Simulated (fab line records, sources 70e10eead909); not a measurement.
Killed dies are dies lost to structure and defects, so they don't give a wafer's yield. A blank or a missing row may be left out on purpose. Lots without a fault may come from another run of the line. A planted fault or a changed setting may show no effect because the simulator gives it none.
Problem report in the 8D (eight disciplines) form, filled by code | flow nand_harc | the parts of the form that need people (team, actions taken, sign-off) are left out

1. THE PROBLEM
thk_nm at NHARC_A_ONON_D1_THK_MEAS_24 reads a mean of 1756 nm on 2 wafers of 2 lots; wafers without a fault read 1002 nm with a standard deviation of 9.4. That is +80 standard deviations from the usual mean.
The step: measures by ellipsometry.
First seen on wafer L702.4, day 12 07:01, on film_metro-02. The record holds 41 wafers of 14 lots with a number at this step. Rule for "out", or "out of limits": more than 4 standard deviations from the usual mean. The other wafers with a number count as sound.

2. WHAT IT IS AND WHAT IT IS NOT
question                    | is                | is not
which readings at this step | thk_nm            | -
which lots                  | L702, L706        | L686, L687, L688, L689, L690, L691, L692, L693, L696, L697, L705, L707
which wafers of those lots  | L702.4, L706.2    | L702.3, L706.1, L706.3
read on which gauges        | film_metro-02     | film_metro-01
when                        | from day 12 07:01 | up to then (31 sound wafers); but 8 sound wafers of L705, L706, L707 came after

3. SUSPECTS, AND WHAT RULES EACH OUT
Counting: a tool at a process step up to the reading stays a suspect if it ran every lot that is out. Sound lots after the first of them don't rule it out here, since some wafers of a struck lot are sound.
- the gauge at NHARC_A_ONON_D1_THK_MEAS_24: ruled out. All the wafers that are out were read on film_metro-02, but those of them that NHARC_END_SORT_01 has rows for are out there too, on other tools.
- pecvd_onon-03 at NHARC_A_ONON_D1_DEP_22 (target thk 1000 nm): kept. It ran every lot that is out, first L702 (day 12 06:38); its last sound lot up to then is L696 (day 10 13:44).
Left after counting: pecvd_onon-03 at NHARC_A_ONON_D1_DEP_22.

4. THE CAUSE (what the simulator had put in)
Process parameter drift: pecvd_onon-03, from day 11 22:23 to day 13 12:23, at NHARC_A_ONON_D1_DEP_22. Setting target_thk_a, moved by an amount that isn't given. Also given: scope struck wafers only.
Counting left only this tool.

5. THE CHAIN OF EFFECTS, in route order
Each row: a reading whose mean over the struck wafers that have a number lies more than 3 standard deviations from the usual. Only readings for which the record gives a usual standard deviation are gone through. hours: the time from each lot's start at the first step in this table that gives one to its start at this step, as a median over the lots. sigmas: the change in usual standard deviations.
hours | step                        | reading         | usual   | on struck wafers | change | sigmas
0     | NHARC_A_ONON_D1_THK_MEAS_24 | thk_nm          | 1002 nm | 1756             | +754   | +80
275   | NHARC_END_SORT_01           | killed_at_array | 26      | 673              | +647   | +72
275   | NHARC_END_SORT_01           | killed_dies     | 30      | 677              | +647   | +71

6. WHAT WOULD HAVE CAUGHT IT SOONER
In this record the first reading out of limits at a measuring or inspecting step was taken at day 12 07:01, 9 hours after the fault began at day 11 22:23.
Of the tool readings at NHARC_A_ONON_D1_DEP_22 for which the record gives a usual standard deviation, none was out on any struck wafer, so an alarm limit of 4 standard deviations on them would not have fired.
Of the lots that are out (2), L706 began NHARC_A_ONON_D1_DEP_22 on pecvd_onon-03 after day 12 07:01. A hold on the tool at that time would have spared it.
